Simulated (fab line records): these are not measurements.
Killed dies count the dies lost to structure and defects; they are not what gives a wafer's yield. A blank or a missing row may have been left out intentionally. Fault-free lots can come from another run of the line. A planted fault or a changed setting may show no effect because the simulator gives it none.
Split-lot experiment ; flow n5_finfet ; route with 1938 steps; 7 lots, 21 wafers read

## THE SPLIT ITSELF
At N5_WELL_APT_COAT_02 (resist thk 950 nm), the setting spin_rpm was moved away from the recipe's 1357 rpm on 8 of the 21 wafers read, by -7.3% to +11.0%. All remaining wafers had this setting at the recipe value.

The split's own step is where the reading is taken.

## THE READING
coat_of_WELL_APT_COAT_02.thk_nm (the simulator's own value, which no gauge read), in nm, at N5_WELL_APT_COAT_02 (resist thk 950 nm). There is no usual value for it anywhere in the file. Across the 13 wafers here that went through the recipe, the average is 951.7 nm and the standard deviation 1.5 nm.

wafer;tool, chamber at the split;spin_rpm as run, rpm;against the recipe;coat_of_WELL_APT_COAT_02.thk_nm, nm;against lot-mates on the recipe
L077.1;litho_track-04, 0;1357;recipe;952.4;-
L077.4;litho_track-04, 0;1357;recipe;951.9;-
L077.5;litho_track-04, 0;1357;recipe;951.3;-
L081.1;litho_track-03, 0;1357;recipe;949.8;-
L081.2;litho_track-03, 0;1357;recipe;953.8;-
L081.3;litho_track-03, 0;1357;recipe;951;-
L083.1;litho_track-04, 0;1357;recipe;951.6;-
L083.3;litho_track-04, 0;1258;-7.3%;985;+33.4
L083.4;litho_track-04, 0;1258;-7.3%;989.1;+37.5
L085.1;litho_track-02, 0;1357;recipe;952.7;-
L085.3;litho_track-02, 0;1482;+9.2%;913.1;-39.8
L085.4;litho_track-02, 0;1357;recipe;953.1;-
L095.1;litho_track-02, 0;1357;recipe;953.3;-
L095.5;litho_track-02, 0;1357;recipe;950.8;-
L095.6;litho_track-02, 0;1415;+4.3%;929.9;-22.1
L096.1;litho_track-02, 0;1412;+4.1%;931;-17.0
L096.2;litho_track-02, 0;1357;recipe;948;-
L096.5;litho_track-02, 0;1412;+4.1%;931.1;-16.9
L097.3;litho_track-02, 0;1357;recipe;952;-
L097.5;litho_track-02, 0;1506;+11.0%;899.9;-52.1
L097.6;litho_track-02, 0;1506;+11.0%;902.3;-49.7

THE FIT
A straight line over all 21 wafers: coat_of_WELL_APT_COAT_02.thk_nm changes by -4.64 nm for each +1% of spin_rpm; r = -1.00; the points scatter about the line by 2 nm.
The same after taking each lot's own level away (the mean of its wafers on the recipe; 21 wafers): -4.64 nm for each +1%; r = -1.00; scatter 1.6 nm.
On that fit, the largest move of spin_rpm shifts the reading by 51 nm.
Measured against the standard deviation above, the lots' own levels, which go from 948.00 to 952.90 nm, span 3.3 times it.
The two slopes agree, so the slope changes little with the lot-to-lot level.
Check: with one of the wafers moved furthest among these (+11.0%) left out of the fit, the line predicts -50.1 nm for it against its lot-mates. Against them it came out at -52.1 nm.

## FURTHER SPLITS ON THESE WAFERS
Other splits were also applied to these wafers ahead of the reading. Each is held against what the fit with the lots' levels taken away leaves over:
other split on the same wafers;wafers away from the commonest value;r with coat_of_WELL_APT_COAT_02.thk_nm (lot level and that fit taken away)
N5_ZERO_LAYER_DEVELOP_10 develop_time_s;8;-0.14

## FILE'S OWN FIT
coat_of_WELL_APT_COAT_02.thk_nm changes by -4.6 nm for each +1% of spin_rpm, r = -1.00.
